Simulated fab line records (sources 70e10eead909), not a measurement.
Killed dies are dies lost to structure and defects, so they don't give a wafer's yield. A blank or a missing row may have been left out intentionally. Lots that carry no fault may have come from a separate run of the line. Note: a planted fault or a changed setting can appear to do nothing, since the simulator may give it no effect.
A struck lot beside a sound one | flow nand harc | 15 steps out of a route of 1159
Sound: these wafers, L378.1, L378.2, L378.5. Struck: wafers L374.2, L374.5 (left out: L374.1, a lot-mate that was not struck); the cause follows at the end.
At each step with rows: each side's tool, then ch and its chambers, then its first start. Under that, the readings that differ: sound wafers | struck wafers | difference of the means | sigmas: that difference in standard deviations of wafers without a fault.
alike: words and numbers the same on both sides, and readings whose means are apart by under 2 such deviations; not compared: readings that were withheld, readings missing a value for some wafer, numbers with overlapping values and no deviation given by the record, and bounds like >300 which may hide the same value.
A row with sigmas, a row that says differs or no value, or rows on one side alone: a step with any of these is where the two part. Numbers that have no deviation but don't overlap get no sigmas and don't part them. A reading missing from all wafers of one side parts the sides only when that side holds two or more wafers.

first, 4 steps without rows for these wafers: NHARC_P_M2_EBR_05; NHARC_P_M2_EXPOSE_06 (exposes mask P M2, target cd 170 nm); NHARC_P_M2_PEB_07 (peb time 65 s); NHARC_P_M2_DEVELOP_08 (develop time 35 s).
NHARC_P_M2_CD_MEAS_09: the cd target is 170 nm.
  sound on cd sem-01 ch 0, day 10 07:03; struck on cd sem-03 ch 0, day 8 19:37
  alike: cd nm
NHARC_P_M2_OVL_MEAS_10: pitch 340 nm.
  sound on overlay-02 at day 10 07:08; struck on overlay-01 at day 8 19:43
  alike: overlay x nm, overlay y nm
NHARC_P_M2_INSPECT_11:
  sound on defect inspect-01 at day 10 07:11; struck on defect inspect-01 at day 8 19:45
  alike: raw defect count
NHARC_P_M2_DESCUM_14: chemistry O2, time 3 s.
  sound on rie diel-01 ch 0,2,3, day 10 07:15; struck on rie diel-01 ch 2,3, day 8 19:49
  reading               | sound             | struck      | difference | sigmas
  oes product au (a.u.) | 1.008 1.002 1.013 | 0.981 0.996 | -0.019     | -2
  alike: drypump motor current A, rf vpp V, showerhead plenum p Torr, throttle valve pct
  not compared: rf hours counter h
NHARC_P_M2_ETCH_35: etches the open film in N2/H2, target depth 40 nm, overetch 12 nm, time 43.94 s.
  sound on rie diel-01 ch 2,3, day 10 07:19; struck on rie diel-01 ch 2,3, day 8 19:54
  alike: bias w, drypump motor current A, oes product au, rf vpp V, showerhead plenum p Torr, throttle valve pct
  not compared: rf hours counter h
NHARC_P_M2_ETCH_15: etches the open film in C4F8/Ar, target depth 182.5 nm, time 91.2 s.
  sound on rie diel-01 ch 0,1,3; struck on rie diel-01 ch 2,3
  alike: bias w, oes product au, rf vpp V
  not compared: rf hours counter h
NHARC_P_M2_CD_MEAS_16:
  sound on cd sem-02 at day 10 07:32; struck on cd sem-02 at day 8 20:07
  alike: cd nm
NHARC_P_M2_STRIP_18: strips in N2/H2.
  sound on rie diel-05 ch 0,2,3, day 10 07:37; struck on rie diel-09 ch 0,3, day 8 20:11
  alike: drypump motor current A, oes product au, rf vpp V, showerhead plenum p Torr, throttle valve pct
  not compared: rf hours counter h
NHARC_P_M2_ETCH_28: etches the open film in CF4/N2, target depth 30 nm, time 72.99 s.
  sound on rie diel-05 ch 1,2, day 10 07:52; struck on rie diel-09 ch 3, day 8 20:26
  reading               | sound             | struck      | difference | sigmas
  oes product au (a.u.) | 1.008 1.005 0.997 | 0.857 0.851 | -0.149     | -12
  rf vpp V (V)          | 315.9 312.2 312.7 | 317.6 318.7 | +4.6       | +2
  alike: bias w, drypump motor current A, showerhead plenum p Torr, throttle valve pct
  not compared: rf hours counter h
then, 1 step without rows for these wafers: NHARC_P_M2_STRIP_19 (strips in post etch residue remover, time 600 s).
-- the record jumps here: 13 days lie between the struck wafers' starts before and after (it left off in module P_M2 and takes up again in module END, whose first step shown is number 1159 of the route) --
NHARC_END_SORT_01:
  sound on prober-02 ch 0, day 23 15:46; struck on prober-01 ch 0, day 22 00:57
  alike: defect limited yield, killed at array, killed at other, killed at periphery, killed dies, killed open, killed short, sort_bin_2_pct, sort_bin_3_pct, sort_bin_4_pct, sort n pass, sort rim yield pct, sort yield pct

## WHERE THEY PART
First at NHARC_P_M2_DESCUM_14; last, within this record, at NHARC_P_M2_ETCH_28. Later steps at which nothing parts them and some readings are alike: NHARC_END_SORT_01.

WHY: what had been put in by the simulator
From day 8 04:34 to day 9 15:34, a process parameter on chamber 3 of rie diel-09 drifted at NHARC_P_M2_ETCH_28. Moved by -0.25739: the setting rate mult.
